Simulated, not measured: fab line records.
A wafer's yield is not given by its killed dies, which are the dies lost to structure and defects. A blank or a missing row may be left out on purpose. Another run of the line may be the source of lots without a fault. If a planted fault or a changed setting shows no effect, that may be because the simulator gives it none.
Matching of chambers || flow n5 finfet || N5_FIN_SAQP_HM_DEP_72 on pecvd-02: 3 sister chambers
The step deposits SiO2 from SiH4/N2O, target thk 12 nm, time 7.2 s. 24 wafers are shown with their chamber, then 12 later ones without.

## WAFERS WITH THEIR CHAMBER
{"wafer": "L074.2", "chamber": 2, "showerhead plenum p Torr (Torr)": 7.97, "heater power w (W)": 729, "chamber pressure Torr (Torr)": 0.7495}
{"wafer": "L074.5", "chamber": 1, "showerhead plenum p Torr (Torr)": 7.93, "heater power w (W)": 794, "chamber pressure Torr (Torr)": 0.7492}
{"wafer": "L074.6", "chamber": 2, "showerhead plenum p Torr (Torr)": 7.96, "heater power w (W)": 738, "chamber pressure Torr (Torr)": 0.7513}
{"wafer": "L077.1", "chamber": 1, "showerhead plenum p Torr (Torr)": 7.92, "heater power w (W)": 807, "chamber pressure Torr (Torr)": 0.7513}
{"wafer": "L077.3", "chamber": 2, "showerhead plenum p Torr (Torr)": 7.94, "heater power w (W)": 733, "chamber pressure Torr (Torr)": 0.7492}
{"wafer": "L077.5", "chamber": 0, "showerhead plenum p Torr (Torr)": 8.04, "heater power w (W)": 646, "chamber pressure Torr (Torr)": 0.7512}
{"wafer": "L080.1", "chamber": 1, "showerhead plenum p Torr (Torr)": 7.95, "heater power w (W)": 811, "chamber pressure Torr (Torr)": 0.7508}
{"wafer": "L080.3", "chamber": 0, "showerhead plenum p Torr (Torr)": 8.00, "heater power w (W)": 674, "chamber pressure Torr (Torr)": 0.7504}
{"wafer": "L080.6", "chamber": 1, "showerhead plenum p Torr (Torr)": 7.93, "heater power w (W)": 821, "chamber pressure Torr (Torr)": 0.7488}
{"wafer": "L082.1", "chamber": 2, "showerhead plenum p Torr (Torr)": 7.95, "heater power w (W)": 664, "chamber pressure Torr (Torr)": 0.7518}
{"wafer": "L082.4", "chamber": 2, "showerhead plenum p Torr (Torr)": 7.95, "heater power w (W)": 711, "chamber pressure Torr (Torr)": 0.7524}
{"wafer": "L082.6", "chamber": 2, "showerhead plenum p Torr (Torr)": 7.97, "heater power w (W)": 693, "chamber pressure Torr (Torr)": 0.7511}
{"wafer": "L088.2", "chamber": 1, "showerhead plenum p Torr (Torr)": 7.94, "heater power w (W)": 763, "chamber pressure Torr (Torr)": 0.7530}
{"wafer": "L088.3", "chamber": 2, "showerhead plenum p Torr (Torr)": 7.96, "heater power w (W)": 640, "chamber pressure Torr (Torr)": 0.7479}
{"wafer": "L088.5", "chamber": 0, "showerhead plenum p Torr (Torr)": 8.01, "heater power w (W)": 677, "chamber pressure Torr (Torr)": 0.7505}
{"wafer": "L089.2", "chamber": 0, "showerhead plenum p Torr (Torr)": 8.00, "heater power w (W)": 573, "chamber pressure Torr (Torr)": 0.7474}
{"wafer": "L089.3", "chamber": 1, "showerhead plenum p Torr (Torr)": 7.94, "heater power w (W)": 774, "chamber pressure Torr (Torr)": 0.7484}
{"wafer": "L089.6", "chamber": 2, "showerhead plenum p Torr (Torr)": 7.95, "heater power w (W)": 736, "chamber pressure Torr (Torr)": 0.7495}
{"wafer": "L090.1", "chamber": 0, "showerhead plenum p Torr (Torr)": 8.00, "heater power w (W)": 663, "chamber pressure Torr (Torr)": 0.7495}
{"wafer": "L090.3", "chamber": 1, "showerhead plenum p Torr (Torr)": 7.97, "heater power w (W)": 834, "chamber pressure Torr (Torr)": 0.7530}
{"wafer": "L090.6", "chamber": 0, "showerhead plenum p Torr (Torr)": 8.02, "heater power w (W)": 671, "chamber pressure Torr (Torr)": 0.7538}
{"wafer": "L091.4", "chamber": 1, "showerhead plenum p Torr (Torr)": 7.93, "heater power w (W)": 799, "chamber pressure Torr (Torr)": 0.7504}
{"wafer": "L091.5", "chamber": 0, "showerhead plenum p Torr (Torr)": 8.00, "heater power w (W)": 666, "chamber pressure Torr (Torr)": 0.7487}
{"wafer": "L091.6", "chamber": 2, "showerhead plenum p Torr (Torr)": 7.96, "heater power w (W)": 729, "chamber pressure Torr (Torr)": 0.7497}

SIGNATURES (means of the wafers above)
{"reading": "showerhead plenum p Torr", "chamber 0": 8.0100, "chamber 1": 7.9387, "chamber 2": 7.9567, "scatter within a chamber": 0.0136}
{"reading": "heater power w", "chamber 0": 652.86, "chamber 1": 800.38, "chamber 2": 708.11, "scatter within a chamber": 32.3}
{"reading": "chamber pressure Torr", "chamber 0": 0.750214, "chamber 1": 0.750613, "chamber 2": 0.750267, "scatter within a chamber": 0.00174}
Rule: distance of a wafer from a chamber = root of the sum over the readings of ((wafer's reading minus chamber's mean) / reading's scatter) squared. If the next closest chamber is less than 2 further off than the closest, the wafer can't be placed; otherwise it belongs to the closest. The scatter is the square root of a quotient: the sum, over the shown wafers, of each reading's squared deviation from its chamber's mean, divided by wafers minus chambers.

## WAFERS MISSING THEIR CHAMBER
{"wafer": "L092.1", "showerhead plenum p Torr (Torr)": 8.00, "heater power w (W)": 669, "chamber pressure Torr (Torr)": 0.7503}
{"wafer": "L092.4", "showerhead plenum p Torr (Torr)": 7.95, "heater power w (W)": 733, "chamber pressure Torr (Torr)": 0.7500}
{"wafer": "L092.6", "showerhead plenum p Torr (Torr)": 7.94, "heater power w (W)": 827, "chamber pressure Torr (Torr)": 0.7500}
{"wafer": "L093.1", "showerhead plenum p Torr (Torr)": 8.03, "heater power w (W)": 613, "chamber pressure Torr (Torr)": 0.7489}
{"wafer": "L093.4", "showerhead plenum p Torr (Torr)": 7.95, "heater power w (W)": 687, "chamber pressure Torr (Torr)": 0.7512}
{"wafer": "L093.5", "showerhead plenum p Torr (Torr)": 8.01, "heater power w (W)": 615, "chamber pressure Torr (Torr)": 0.7472}
{"wafer": "L096.2", "showerhead plenum p Torr (Torr)": 8.01, "heater power w (W)": 641, "chamber pressure Torr (Torr)": 0.7497}
{"wafer": "L096.3", "showerhead plenum p Torr (Torr)": 7.97, "heater power w (W)": 631, "chamber pressure Torr (Torr)": 0.7499}
{"wafer": "L096.6", "showerhead plenum p Torr (Torr)": 7.92, "heater power w (W)": 731, "chamber pressure Torr (Torr)": 0.7485}
{"wafer": "L097.1", "showerhead plenum p Torr (Torr)": 8.03, "heater power w (W)": 699, "chamber pressure Torr (Torr)": 0.7497}
{"wafer": "L097.4", "showerhead plenum p Torr (Torr)": 8.00, "heater power w (W)": 687, "chamber pressure Torr (Torr)": 0.7510}
{"wafer": "L097.5", "showerhead plenum p Torr (Torr)": 7.94, "heater power w (W)": 685, "chamber pressure Torr (Torr)": 0.7515}

## CHAMBER TAKEN BY EACH
{"wafer": "L092.1", "from the rows above": 0, "in truth": 0}
{"wafer": "L092.4", "from the rows above": "can't be placed: 2 or 1", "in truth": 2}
{"wafer": "L092.6", "from the rows above": 1, "in truth": 1}
{"wafer": "L093.1", "from the rows above": 0, "in truth": 0}
{"wafer": "L093.4", "from the rows above": 2, "in truth": 2}
{"wafer": "L093.5", "from the rows above": 0, "in truth": 0}
{"wafer": "L096.2", "from the rows above": 0, "in truth": 0}
{"wafer": "L096.3", "from the rows above": "can't be placed: 2 or 0", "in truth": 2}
{"wafer": "L096.6", "from the rows above": "can't be placed: 1 or 2", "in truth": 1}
{"wafer": "L097.1", "from the rows above": 0, "in truth": 0}
{"wafer": "L097.4", "from the rows above": "can't be placed: 0 or 2", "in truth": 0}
{"wafer": "L097.5", "from the rows above": 2, "in truth": 2}
Placed correctly: 8 of 12. Unplaceable from these rows: 4, with the true chamber sitting among the candidates in 4. Placed wrongly: 0.
